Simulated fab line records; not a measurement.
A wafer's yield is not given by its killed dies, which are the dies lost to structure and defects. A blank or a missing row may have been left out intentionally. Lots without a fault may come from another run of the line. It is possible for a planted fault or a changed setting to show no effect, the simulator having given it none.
The tool behind it: which one? ; flow nandHarc ; 11 lots, 33 wafers sampled, at 4 steps of a route of 1302

== WHAT THE GAUGES SHOWED, per wafer ==
NHARC_THIN_TSV_CD_MEAS_33: target cd 5000 nm.
lot;measured;on;cdNm (nm)
L484;day 24 04:35;cdSem-03;5003.0 5004.5 5003.2
L485;day 24 18:04;cdSem-01;5002.5 5000.4 5002.2
L486;day 24 19:28;cdSem-03;5005.2 5003.7 5001.4
L495;day 28 22:43;cdSem-01;5003.5 5000.4 5003.1
L496;day 29 03:53;cdSem-02;5003.4 5001.3 5003.5
L494;day 29 07:08;cdSem-03;5002.2 5005.0 5001.9
L497;day 29 02:45;cdSem-02;5001.3 4999.3 5000.8
L499;day 31 09:13;cdSem-01;5001.8 5003.9 5003.0
L505;day 33 01:52;cdSem-01;5000.8 4999.2 5001.5
L506;day 33 03:19;cdSem-01;5003.4 5000.5 5001.2
L507;day 33 11:50;cdSem-02;5000.5 4999.7 4995.8

== TOOL THAT RAN EACH LOT (tool first, then ch and the chambers of the sampled wafers, then the start) ==
lot;NHARC_A_CONTACT_ETCH_75;NHARC_HYBRID_BOND_ACTIVATE_00;NHARC_THIN_TSV_DEGAS_49
L484;rieDiel-02 ch 1,3, day 22 04:35;rieDiel-08 ch 0,2,3, day 23 10:10;pvdSputter-03, day 24 01:08
L485;rieDiel-02 ch 0,3, day 22 16:27;rieDiel-05 ch 0,2, day 23 23:01;pvdSputter-03, day 24 14:56
L486;rieDiel-02 ch 0,1,3, day 22 19:02;rieDiel-05 ch 1,2,3, day 24 01:19;pvdSputter-01, day 24 15:49
L495;rieDiel-02 ch 0,3, day 26 17:11;rieDiel-08 ch 0,2, day 28 04:32;pvdSputter-03, day 28 19:34
L496;rieDiel-10 ch 1,2, day 26 21:14;rieDiel-08 ch 0,2,3, day 28 08:49;pvdSputter-03, day 29 00:53
L494;rieDiel-02 ch 0,2, day 27 04:10;rieDiel-05 ch 1,2, day 28 11:52;pvdSputter-03, day 29 04:01
L497;rieDiel-10 ch 1,3, day 27 04:49;rieDiel-05 ch 0,1,3, day 28 11:26;pvdSputter-03, day 28 23:38
L499;rieDiel-10 ch 1,2, day 29 04:35;rieDiel-05 ch 1,2,3, day 30 14:52;pvdSputter-03, day 31 06:06
L505;rieDiel-02 ch 1,3, day 30 23:09;rieDiel-05 ch 0,2, day 32 06:31;pvdSputter-03, day 32 22:50
L506;rieDiel-03 ch 0,3, day 30 23:42;rieDiel-05 ch 0,2, day 32 07:44;pvdSputter-03, day 33 00:00
L507;rieDiel-02 ch 1,3, day 31 11:46;rieDiel-08 ch 2,3, day 32 17:28;pvdSputter-02, day 33 08:25
- NHARC_A_CONTACT_ETCH_75: etches the open film in CF4, target depth 39 nm, time 65 s.
- NHARC_HYBRID_BOND_ACTIVATE_00: chemistry N2, time 60 s.
- NHARC_THIN_TSV_DEGAS_49: time 120 s.

== THE ANSWER, worked out from the rows above alone ==
Rule: the usual values come from the lots themselves. The widest of any qualifying gaps counts: lots, ordered by their means at a reading, are off when they make up no more than a third of the lots, leave a main group of 4 or more, and stand apart from it by 3 or more times the standard deviation of that group's means. The tables above print the reading to a certain number of digits; a main group whose means all agree to those digits is not used. A lot without any number at a reading at which 4 lots or more have one is off too. Where the step has rows for the other lots, those lots are counted as sound.
No lot is off on any of the readings shown, so nothing can be concluded from this.

== WHAT THE SIMULATOR PUT IN ==
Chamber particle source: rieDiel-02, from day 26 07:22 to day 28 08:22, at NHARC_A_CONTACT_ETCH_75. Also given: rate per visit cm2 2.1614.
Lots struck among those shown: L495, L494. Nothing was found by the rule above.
